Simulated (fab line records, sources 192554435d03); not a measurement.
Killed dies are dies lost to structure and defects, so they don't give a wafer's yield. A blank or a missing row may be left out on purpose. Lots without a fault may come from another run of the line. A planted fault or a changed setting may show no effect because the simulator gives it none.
fab line records | flow n5_finfet
record lots=7 wafers=21
route steps=1938 shown BEOL_M3@941 BEOL_M4@1021 BEOL_M7@1287
start_h: hours from the record's first day to the start of the lot's first wafer shown | wait_h: hours since the lot's step before | " the same as in the row above | L1.1+2: a row that stands for several wafers | - no value, or no start given | * or withheld: withheld | < > ~ a bound
route shown NAME@n: a module of which the file shows steps, and the number in the route of the first | usual: mean/standard deviation of fault-free wafers | same: alike in all rows | chamber/n: place in a boat | sites: the reading at each site | _std_site: their standard deviation | _edge_site: outer sites' mean less inner sites' | radius_mm: how far each site lies from the wafer's centre | mask NAME#n: copy n | behind: the tool/chamber that last shaped the wafer | hold: why the lot was held/for how many hours/how that ended | device: the transistor (n, p or np) that didn't switch | end of line: the same wafers' tests at the end of the route | a step without rows: its recipe alone | killed: dies lost to structure and defects at the first sort, not the wafer's yield | map: a wafer's dies, x killed, . not, _ none there
set.NAME: the setting as run; set.NAME@STEP: as run at that earlier step | model.NAME: the simulator's own value behind a step, which no gauge read
lots whose settings were changed on purpose; a table a step, a row a wafer
## steps
# step N5_BEOL_M3_EXPOSE_08
# recipe mask_id=M3 na=0.33 source_shape=dipole sigma_inner=0.369 sigma_outer=0.767 polarization=unpolarized dose_mj=33
# columns lot.wafer tool chamber start_h wait_h mask set.dose_mj
L076.1+3+5 euv_scanner-01 0 171.57 - M3#0 33
L077.2 euv_scanner-01 0 172.18 - M3#0 33
L077.3+6 " 0 " " M3#0 34.68
L078.3+4 euv_scanner-02 0 177.68 - M3#0 33
L078.6 " 0 " " M3#0 32.02
L080.3+4+5 euv_scanner-01 0 183.43 - M3#0 33
L083.3+5+6 euv_scanner-02 0 199.78 - M3#0 33
L086.1+3+5 euv_scanner-02 0 217.86 - M3#0 33
L091.1+3+4 euv_scanner-01 0 248.82 - M3#0 33
# step N5_BEOL_M3_PEB_09
# recipe peb_temp_c=100 peb_time_s=60 resist=CAR-EUV
# step N5_BEOL_M3_DEVELOP_10
# recipe develop_time_s=30 developer=TMAH resist=CAR-EUV rinse_liquid=surfactant_rinse dry=air_spin dev_temp_c=23
# step N5_BEOL_M3_DESCUM_16
# recipe chemistry=O2 time_s=7 source_power_w=50 bias_power_w=20 pressure_mtorr=20 rf_frequency_hz=2.712e+07 temp_c=40 resist=CAR-EUV o2_flow_sccm=225
# step N5_BEOL_M3_ETCH_74
# recipe chemistry=N2/H2 target=underlayer target_depth_a=65 mask_material=CAR-EUV time_s=5.2 ion_energy_ev=200 pressure_mtorr=30 source_w=840 bias_w=150 n2_flow_sccm=200 h2_flow_sccm=200 ends=cleared
# columns lot.wafer tool chamber start_h wait_h set.dose_mj@BEOL_M3_EXPOSE_08 model.BEOL_M3.cd_offset_nm
L076.1+5 rie_diel-02 3,0 171.85 0.0 33 0
L076.3 " 2 " " 33 -0.2
L077.2 rie_diel-04 0 172.45 0.0 33 0.2
L077.3+6 " 1 " " 34.68 1.4
L078.3+4 rie_diel-02 0,2 177.95 0.0 33 0
L078.6 " 2 " " 32.02 -0.8
L080.3 rie_diel-02 0 183.70 0.0 33 0
L080.4+5 " 2,0 " " 33 0.2
L083.3 rie_diel-02 1 200.27 0.0 33 -0.2
L083.5 " 3 " " 33 0.2
L083.6 " 0 " " 33 0
L086.1 rie_diel-04 3 218.14 0.0 33 0.4
L086.3 " 2 " " 33 0
L086.5 " 2 " " 33 -0.2
L091.1 rie_diel-04 1 249.11 0.0 33 -0.2
L091.3+4 " 0,1 " " 33 0
# step N5_BEOL_M3_ETCH_63
# recipe chemistry=CF4 target=SiARC target_depth_a=156 mask_material=CAR-EUV time_s=26 ion_energy_ev=80 pressure_mtorr=40 source_w=545 bias_w=36 Ar_flow_sccm=100 cf4_flow_sccm=100 ends=cleared
# columns lot.wafer tool chamber start_h wait_h set.dose_mj@BEOL_M3_EXPOSE_08 model.BEOL_M3.cd_offset_nm
L076.1 rie_diel-02 3 171.87 0.0 33 0.2
L076.3 " 2 " " 33 -0.2
L076.5 " 0 " " 33 0
L077.2 rie_diel-04 0 172.47 0.0 33 0.2
L077.3 " 1 " " 34.68 1.4
L077.6 " 1 " " 34.68 1.2
L078.3+4 rie_diel-02 0,2 177.97 0.0 33 0
L078.6 " 2 " " 32.02 -0.8
L080.3+4 rie_diel-02 0,2 183.72 0.0 33 0
L080.5 " 0 " " 33 0.2
L083.3 rie_diel-02 1 200.28 0.0 33 -0.2
L083.5 " 3 " " 33 0.2
L083.6 " 0 " " 33 0
L086.1 rie_diel-04 3 218.16 0.0 33 0.2
L086.3 " 2 " " 33 0
L086.5 " 2 " " 33 -0.2
L091.1+4 rie_diel-04 1 249.12 0.0 33 -0.2
L091.3 " 0 " " 33 0
# step N5_BEOL_M3_ETCH_64
# recipe chemistry=N2/H2 target=SOC target_depth_a=750 overetch_a=150 mask_material=SiARC temp_c=40 time_s=112.5 ion_energy_ev=200 pressure_mtorr=30 source_w=840 bias_w=150 n2_flow_sccm=200 h2_flow_sccm=200
# columns lot.wafer tool chamber start_h wait_h set.dose_mj@BEOL_M3_EXPOSE_08 model.BEOL_M3.cd_offset_nm
L076.1+5 rie_diel-02 3,0 171.89 0.0 33 0
L076.3 " 2 " " 33 -0.2
L077.2 rie_diel-04 0 172.50 0.0 33 0.2
L077.3 " 1 " " 34.68 1.4
L077.6 " 1 " " 34.68 1.2
L078.3+4 rie_diel-02 0,2 178.00 0.0 33 0.2
L078.6 " 2 " " 32.02 -0.8
L080.3+4+5 rie_diel-02 0,2,0 183.75 0.0 33 0.2
L083.3 rie_diel-02 1 200.31 0.0 33 -0.2
L083.5 " 3 " " 33 0.2
L083.6 " 0 " " 33 0
L086.1 rie_diel-04 3 218.19 0.0 33 0.4
L086.3 " 2 " " 33 0.2
L086.5 " 2 " " 33 0
L091.1+3 rie_diel-04 1,0 249.15 0.0 33 -0.2
L091.4 " 1 " " 33 -0.4
# step N5_BEOL_M3_STRIP_65
# recipe chemistry=N2/H2 temp_c=40 n2_flow_sccm=200 h2_flow_sccm=200 rf_frequency_hz=6e+07
# step N5_BEOL_M3_STRIP_75
# recipe chemistry=N2/H2 temp_c=40 n2_flow_sccm=200 h2_flow_sccm=200 rf_frequency_hz=6e+07
# step N5_BEOL_M3_PRECLEAN_42
# recipe chemistry=residue_remover time_s=60 temp_c=40
# step N5_BEOL_M3_SRD_43
# recipe time_s=30 temp_c=23 rinse_liquid=diw dry=ipa_marangoni
# step N5_BEOL_M3_CD_MEAS_35
# recipe target_cd_nm=18 target_cd_y_nm=21 polarity=opening
# usual cd_nm=17.9/0.38
# columns lot.wafer tool chamber start_h wait_h set.dose_mj@BEOL_M3_EXPOSE_08 cd_nm
L076.1 cd_sem-01 - 174.93 0.0 33 18.1
L076.3 " - " " 33 17.5
L076.5 " - " " 33 17.8
L077.2 cd_sem-01 - 175.06 0.0 33 18.1
L077.3 " - " " 34.68 19.6
L077.6 " - " " 34.68 19.7
L078.3 cd_sem-02 - 182.89 0.0 33 18.7
L078.4 " - " " 33 18.5
L078.6 " - " " 32.02 17.3
L080.3 cd_sem-03 - 188.59 0.0 33 18.4
L080.4 " - " " 33 18.2
L080.5 " - " " 33 18.0
L083.3 cd_sem-03 - 210.55 0.0 33 18.0
L083.5 " - " " 33 18.6
L083.6 " - " " 33 18.6
L086.1 cd_sem-03 - 223.51 0.0 33 18.4
L086.3 " - " " 33 18.1
L086.5 " - " " 33 18.0
L091.1 cd_sem-02 - 260.98 0.0 33 18.0
L091.3 " - " " 33 18.1
L091.4 " - " " 33 17.8
# step N5_BEOL_M4_ILD_DEP_00
# recipe material=SiOC target_thk_a=790 temp_c=350 precursor=DEMS/O2 pressure_torr=5 rf_w=500 time_s=15.3
# columns lot.wafer tool chamber start_h wait_h set.time_s model.SiOC_of_BEOL_M4_ILD_DEP_00.thk_nm
L076.1 pecvd-04 0 179.04 0.0 15.3 79
L076.3 " 1 " " 15.3 78.4
L076.5 " 0 " " 15.3 79.2
L077.2 pecvd-02 1 179.47 0.0 16.62 85.4
L077.3 " 1 " " 15.3 79.8
L077.6 " 0 " " 16.62 87.8
L078.3 pecvd-04 0 188.94 0.0 15.3 77.6
L078.4 " 1 " " 15.3 79
L078.6 " 0 " " 15.3 79.2
L080.3 pecvd-04 1 193.94 0.0 15.3 77.2
L080.4 " 2 " " 15.3 78.2
L080.5 " 1 " " 15.3 79.2
L083.3 pecvd-04 2 215.01 0.0 15.3 78
L083.5 " 2 " " 15.3 80.4
L083.6 " 0 " " 15.3 79.8
L086.1 pecvd-04 1 228.74 0.0 16.05 81.6
L086.3 " 0 " " 15.3 77.2
L086.5 " 2 " " 15.3 79.8
L091.1 pecvd-04 2 266.12 0.0 15.3 79
L091.3 " 0 " " 15.3 79.4
L091.4 " 1 " " 15.3 79.2
# step N5_BEOL_M4_THK_MEAS_01
# recipe reads=SiOC_of_BEOL_M4_ILD_DEP_00
# usual M4_ILD_THK=79.1/0.94
# columns lot.wafer tool chamber start_h wait_h set.time_s@BEOL_M4_ILD_DEP_00 M4_ILD_THK[nm]
L076.1 film_metro-01 - 179.11 0.0 15.3 79.0
L076.3 " - " " 15.3 78.5
L076.5 " - " " 15.3 79.2
L077.2 film_metro-01 - 179.56 0.1 16.62 85.4
L077.3 " - " " 15.3 79.9
L077.6 " - " " 16.62 87.6
L078.3 film_metro-01 - 189.00 0.1 15.3 77.6
L078.4 " - " " 15.3 78.9
L078.6 " - " " 15.3 79.3
L080.3 film_metro-01 - 194.01 0.1 15.3 77.3
L080.4 " - " " 15.3 78.3
L080.5 " - " " 15.3 79.2
L083.3 film_metro-01 - 215.08 0.1 15.3 77.9
L083.5 " - " " 15.3 80.4
L083.6 " - " " 15.3 79.9
L086.1 film_metro-01 - 228.81 0.0 16.05 81.7
L086.3 " - " " 15.3 77.1
L086.5 " - " " 15.3 79.8
L091.1 film_metro-02 - 266.19 0.0 15.3 78.9
L091.3 " - " " 15.3 79.3
L091.4 " - " " 15.3 79.2
# step N5_BEOL_M4_COAT_05
# recipe resist=CAR-EUV spin_rpm=1500 resist_thk_nm=30
# columns lot.wafer tool chamber start_h wait_h set.spin_rpm model.CAR-EUV_of_BEOL_M4_COAT_05.thk_nm
L076.1+3+5 litho_track-05 0 - - 1500 30
L077.2+3+6 litho_track-01 0 - - 1500 30
L078.3 litho_track-01 0 - - 1637 28.8
L078.4+6 " 0 " " 1500 30
L080.3 litho_track-01 0 - - 1634 28.8
L080.4 " 0 " " 1500 30
L080.5 " 0 " " 1500 30.2
L083.3 litho_track-04 0 - - 1500 30.2
L083.5 " 0 " " 1456 30.6
L083.6 " 0 " " 1456 30.4
L086.1+3+5 litho_track-05 0 - - 1500 30
L091.1+4 litho_track-05 0 - - 1500 30
L091.3 " 0 " " 1586 29.2
# step N5_BEOL_M4_EBR_07
# recipe solvent=PGMEA ebr_width_mm=1.5
# step N5_BEOL_M4_SOFTBAKE_06
# recipe temp_c=110 time_s=60 resist=CAR-EUV
# step N5_BEOL_M4_DESCUM_16
# recipe chemistry=O2 time_s=7 source_power_w=50 bias_power_w=20 pressure_mtorr=20 rf_frequency_hz=2.712e+07 temp_c=40 resist=CAR-EUV o2_flow_sccm=225
# columns lot.wafer tool chamber start_h wait_h set.spin_rpm@BEOL_M4_COAT_05 model.CAR-EUV_of_BEOL_M4_COAT_05.thk_nm
L076.1+5 rie_diel-05 3,1 182.66 0.7 1500 26.2
L076.3 " 0 " " 1500 26
L077.2 rie_diel-05 2 182.89 0.7 1500 26
L077.3+6 " 1,3 " " 1500 26.2
L078.3 rie_diel-06 1 189.78 0.0 1637 24.8
L078.4+6 " 0 " " 1500 26.2
L080.3 rie_diel-01 3 195.02 0.1 1634 24.8
L080.4+5 " 0,2 " " 1500 26.2
L083.3 rie_diel-05 2 216.07 0.0 1500 26.2
L083.5 " 2 " " 1456 26.8
L083.6 " 3 " " 1456 26.6
L086.1+3+5 rie_diel-05 1,2,1 230.28 0.5 1500 26.2
L091.1 rie_diel-06 0 266.94 0.0 1500 26.2
L091.3 " 2 " " 1586 25.2
L091.4 " 1 " " 1500 26
# step N5_BEOL_M4_ETCH_74
# recipe chemistry=N2/H2 target=underlayer target_depth_a=65 mask_material=CAR-EUV time_s=5.2 ion_energy_ev=200 pressure_mtorr=30 source_w=840 bias_w=150 n2_flow_sccm=200 h2_flow_sccm=200 ends=cleared
# columns lot.wafer tool chamber start_h wait_h set.spin_rpm@BEOL_M4_COAT_05 model.CAR-EUV_of_BEOL_M4_COAT_05.thk_nm
L076.1+3+5 rie_diel-05 3,0,1 182.69 0.0 1500 20.4
L077.2+3+6 rie_diel-05 2,1,3 182.92 0.0 1500 20.4
L078.3 rie_diel-06 1 189.82 0.0 1637 19.2
L078.4+6 " 0 " " 1500 20.4
L080.3 rie_diel-01 3 195.06 0.0 1634 19
L080.4 " 0 " " 1500 20.6
L080.5 " 2 " " 1500 20.4
L083.3 rie_diel-05 2 216.11 0.0 1500 20.4
L083.5 " 2 " " 1456 21
L083.6 " 3 " " 1456 20.8
L086.1+3+5 rie_diel-05 1,2,1 230.32 0.0 1500 20.4
L091.1+4 rie_diel-06 0,1 266.98 0.0 1500 20.4
L091.3 " 2 " " 1586 19.6
# step N5_BEOL_M4_ETCH_63
# recipe chemistry=CF4 target=SiARC target_depth_a=156 mask_material=CAR-EUV time_s=26 ion_energy_ev=80 pressure_mtorr=40 source_w=545 bias_w=36 Ar_flow_sccm=100 cf4_flow_sccm=100 ends=cleared
# columns lot.wafer tool chamber start_h wait_h set.spin_rpm@BEOL_M4_COAT_05 model.CAR-EUV_of_BEOL_M4_COAT_05.thk_nm
L076.1+3+5 rie_diel-05 3,0,1 182.71 0.0 1500 11.2
L077.2+3+6 rie_diel-05 2,1,3 182.94 0.0 1500 11.2
L078.3 rie_diel-06 1 189.83 0.0 1637 10
L078.4+6 " 0 " " 1500 11.2
L080.3 rie_diel-01 3 195.07 0.0 1634 9.8
L080.4 " 0 " " 1500 11.2
L080.5 " 2 " " 1500 11
L083.3 rie_diel-05 2 216.12 0.0 1500 11.4
L083.5 " 2 " " 1456 11.8
L083.6 " 3 " " 1456 11.6
L086.1+3+5 rie_diel-05 1,2,1 230.33 0.0 1500 11.2
L091.1 rie_diel-06 0 266.99 0.0 1500 11.2
L091.3 " 2 " " 1586 10.4
L091.4 " 1 " " 1500 11
# step N5_BEOL_M4_COAT_76
# recipe resist=underlayer temp_c=205 time_s=60 spin_rpm=1500 resist_thk_nm=5
# columns lot.wafer tool chamber start_h wait_h set.spin_rpm
L076.1+3+5 litho_track-05 0 - - 1500
L077.2 litho_track-05 0 - - 1500
L077.3+6 " 0 " " 1548
L078.3+6 litho_track-05 0 - - 1500
L078.4 " 0 " " 1576
L080.3 litho_track-04 0 - - 1500
L080.4+5 " 0 " " 1436
L083.3 litho_track-01 0 - - 1397
L083.5+6 " 0 " " 1500
L086.1+5 litho_track-05 0 - - 1500
L086.3 " 0 " " 1572
L091.1+3+4 litho_track-01 0 - - 1500
# step N5_BEOL_M4_EXPOSE_25
# recipe mask_id=V3 na=0.33 source_shape=quasar sigma_inner=0.2 sigma_outer=0.8 polarization=unpolarized defocus_nm=5 dose_mj=63
# columns lot.wafer tool chamber start_h wait_h mask set.dose_mj
L076.1+3+5 euv_scanner-02 0 183.49 - V3#0 63
L077.2+6 euv_scanner-02 0 183.56 - V3#0 63
L077.3 " 0 " " V3#0 59.13
L078.3+4 euv_scanner-01 0 190.54 - V3#0 63
L078.6 " 0 " " V3#0 67.2
L080.3+4+5 euv_scanner-01 0 195.81 - V3#0 63
L083.3+5+6 euv_scanner-02 0 216.90 - V3#0 63
L086.1+3+5 euv_scanner-01 0 231.04 - V3#0 63
L091.1+3+4 euv_scanner-02 0 267.76 - V3#0 63
# step N5_BEOL_M4_PEB_26
# recipe peb_temp_c=100 peb_time_s=60 resist=CAR-EUV
# step N5_BEOL_M4_DEVELOP_27
# recipe develop_time_s=30 developer=TMAH resist=CAR-EUV rinse_liquid=surfactant_rinse dry=air_spin dev_temp_c=23
# step N5_BEOL_M4_DESCUM_33
# recipe chemistry=O2 time_s=7 source_power_w=50 bias_power_w=20 pressure_mtorr=20 rf_frequency_hz=2.712e+07 temp_c=40 resist=CAR-EUV o2_flow_sccm=225
# step N5_BEOL_M4_ETCH_77
# recipe chemistry=N2/H2 target=underlayer target_depth_a=65 mask_material=CAR-EUV time_s=5.2 ion_energy_ev=200 pressure_mtorr=30 source_w=840 bias_w=150 n2_flow_sccm=200 h2_flow_sccm=200 ends=cleared
# columns lot.wafer tool chamber start_h wait_h set.spin_rpm@BEOL_M4_COAT_76 model.etch.depth_nm
L076.1 rie_diel-06 0 183.79 0.0 1500 5.009
L076.3 " 1 " " 1500 5.011
L076.5 " 1 " " 1500 5.015
L077.2 rie_diel-06 3 183.90 0.0 1500 5.016
L077.3 " 2 " " 1548 4.943
L077.6 " 2 " " 1548 4.919
L078.3 rie_diel-01 2 190.99 0.0 1500 4.999
L078.4 " 3 " " 1576 4.883
L078.6 " 0 " " 1500 5.001
L080.3 rie_diel-06 1 196.17 0.0 1500 5.027
L080.4 " 0 " " 1436 5.117
L080.5 " 1 " " 1436 5.133
L083.3 rie_diel-06 3 217.19 0.0 1397 5.184
L083.5+6 " 1,2 " " 1500 5.005
L086.1 rie_diel-05 2 231.77 0.0 1500 5.023
L086.3 " 1 " " 1572 4.886
L086.5 " 1 " " 1500 5.006
L091.1 rie_diel-05 1 268.28 0.0 1500 5.018
L091.3 " 0 " " 1500 5.009
L091.4 " 0 " " 1500 5.023
# step N5_BEOL_M7_COAT_63
# recipe resist=SOC temp_c=250 time_s=60 spin_rpm=1500 resist_thk_nm=60
# columns lot.wafer tool chamber start_h wait_h set.spin_rpm model.SOC_of_BEOL_M7_COAT_63.thk_nm
L076.1+3+5 litho_track-03 0 219.28 2.7 1500 60.4
L078.3 litho_track-03 0 219.41 0.1 1500 60.4
L078.4 " 0 " " 1453 61.2
L078.6 " 0 " " 1500 60.2
L077.2+3 litho_track-05 0 219.44 4.0 1500 60
L077.6 " 0 " " 1613 58
L080.3+5 litho_track-05 0 234.03 1.0 1500 60
L080.4 " 0 " " 1656 57
L083.3 litho_track-04 0 246.20 0.8 1652 57.2
L083.5+6 " 0 " " 1500 59.8
L086.1 litho_track-04 0 268.98 0.0 1629 57.8
L086.3 " 0 " " 1629 58
L086.5 " 0 " " 1500 60.4
L091.1+4 litho_track-04 0 305.28 0.0 1618 57.8
L091.3 " 0 " " 1500 60
## key
split step=N5_BEOL_M3_EXPOSE_08 setting=dose_mj stated=33 by=wafer
response step=N5_BEOL_M3_ETCH_74 reading=model.BEOL_M3.cd_offset_nm change=+0.244 per=1% r=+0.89
response step=N5_BEOL_M3_ETCH_63 reading=model.BEOL_M3.cd_offset_nm change=+0.23 per=1% r=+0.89
response step=N5_BEOL_M3_ETCH_64 reading=model.BEOL_M3.cd_offset_nm change=+0.247 per=1% r=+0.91
response step=N5_BEOL_M3_CD_MEAS_35 reading=cd_nm change=+0.331 per=1% r=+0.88
split step=N5_BEOL_M4_ILD_DEP_00 setting=time_s stated=15.3 by=wafer
response step=N5_BEOL_M4_ILD_DEP_00 reading=model.SiOC_of_BEOL_M4_ILD_DEP_00.thk_nm change=+0.75 per=1% r=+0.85
response step=N5_BEOL_M4_THK_MEAS_01 reading=M4_ILD_THK change=+0.741 per=1% r=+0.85
split step=N5_BEOL_M4_COAT_05 setting=spin_rpm stated=1500 by=wafer
response step=N5_BEOL_M4_COAT_05 reading=model.CAR-EUV_of_BEOL_M4_COAT_05.thk_nm change=-0.137 per=1% r=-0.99
response step=N5_BEOL_M4_DESCUM_16 reading=model.CAR-EUV_of_BEOL_M4_COAT_05.thk_nm change=-0.156 per=1% r=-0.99
response step=N5_BEOL_M4_ETCH_74 reading=model.CAR-EUV_of_BEOL_M4_COAT_05.thk_nm change=-0.149 per=1% r=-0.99
response step=N5_BEOL_M4_ETCH_63 reading=model.CAR-EUV_of_BEOL_M4_COAT_05.thk_nm change=-0.134 per=1% r=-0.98
split step=N5_BEOL_M4_COAT_76 setting=spin_rpm stated=1500 by=wafer
response step=N5_BEOL_M4_ETCH_77 reading=model.etch.depth_nm change=-0.0252 per=1% r=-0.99
split step=N5_BEOL_M4_EXPOSE_25 setting=dose_mj stated=63 by=wafer
response none clear
split step=N5_BEOL_M7_COAT_63 setting=spin_rpm stated=1500 by=wafer
response step=N5_BEOL_M7_COAT_63 reading=model.SOC_of_BEOL_M7_COAT_63.thk_nm change=-0.276 per=1% r=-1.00
